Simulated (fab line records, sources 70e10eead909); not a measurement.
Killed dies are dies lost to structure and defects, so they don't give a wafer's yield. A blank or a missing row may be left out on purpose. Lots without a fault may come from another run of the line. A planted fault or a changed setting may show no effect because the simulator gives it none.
Problem report in the 8D (eight disciplines) form, filled by code | flow nand_harc | the parts of the form that need people (team, actions taken, sign-off) are left out

1. THE PROBLEM
run_length_s at NHARC_A_CONTACT_ETCH_48 reads a mean of 68.0 s on 6 wafers of 2 lots; wafers without a fault read 86.1 s with a standard deviation of 0.42. That is -43 standard deviations from the usual mean.
The step: etches the open film in CF4, target depth 39 nm, time 65 s.
First seen on wafer L642.2, day 27 21:36, on rie_diel-05. The record holds 42 wafers of 14 lots with a number at this step. Rule for "out", or "out of limits": more than 4 standard deviations from the usual mean. The other wafers with a number count as sound.

2. WHAT IT IS AND WHAT IT IS NOT
question                    | is                     | is not
which readings at this step | run_length_s           | drypump_motor_current_A, oes_product_au, rf_vpp_V, showerhead_plenum_p_Torr, throttle_valve_pct
which lots                  | L642, L643             | L626, L627, L629, L631, L632, L633, L636, L637, L645, L647, L648, L649
which wafers of those lots  | all that have a number | -
read on which tools         | rie_diel-05            | rie_diel-06, rie_diel-10
when                        | from day 27 21:36      | up to then (24 sound wafers); but 12 sound wafers of L645, L647, L648, L649 came after

3. SUSPECTS, AND WHAT RULES EACH OUT
Counting: a tool at a process step up to the reading stays a suspect if it ran every lot that is out and no sound lot after the first of them.
- rie_diel-05 at NHARC_A_CONTACT_ETCH_48 (etches the open film in CF4, target depth 39 nm, time 65 s): kept. It ran every lot that is out, first L642 (day 27 21:36), and no sound lot after that; its last sound lot up to then is L637 (day 26 08:08). Its own readings are out on those wafers: run_length_s.
Left after counting: rie_diel-05 at NHARC_A_CONTACT_ETCH_48.

4. THE CAUSE (what the simulator had put in)
Process parameter drift: rie_diel-05, from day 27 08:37 on, at NHARC_A_CONTACT_ETCH_48. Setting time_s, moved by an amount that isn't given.
Counting left only this tool.

5. THE CHAIN OF EFFECTS, in route order
Each row: a reading whose mean over the struck wafers that have a number lies more than 3 standard deviations from the usual. Only readings for which the record gives a usual standard deviation are gone through. hours: the time from each lot's start at the first step in this table that gives one to its start at this step, as a median over the lots. sigmas: the change in usual standard deviations.
hours | step                    | reading      | usual  | on struck wafers | change | sigmas
0     | NHARC_A_CONTACT_ETCH_48 | run_length_s | 86.1 s | 68.0             | -18.1  | -43
The process steps in it:
- NHARC_A_CONTACT_ETCH_48: etches the open film in CF4, target depth 39 nm, time 65 s.
Readings that are blank on the struck wafers while sound wafers have them: rf_fwd_power_W at NHARC_A_CONTACT_ETCH_48.

6. WHAT WOULD HAVE CAUGHT IT SOONER
In this record the first reading out of limits was taken at day 27 21:36, 13 hours after the fault began at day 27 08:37.
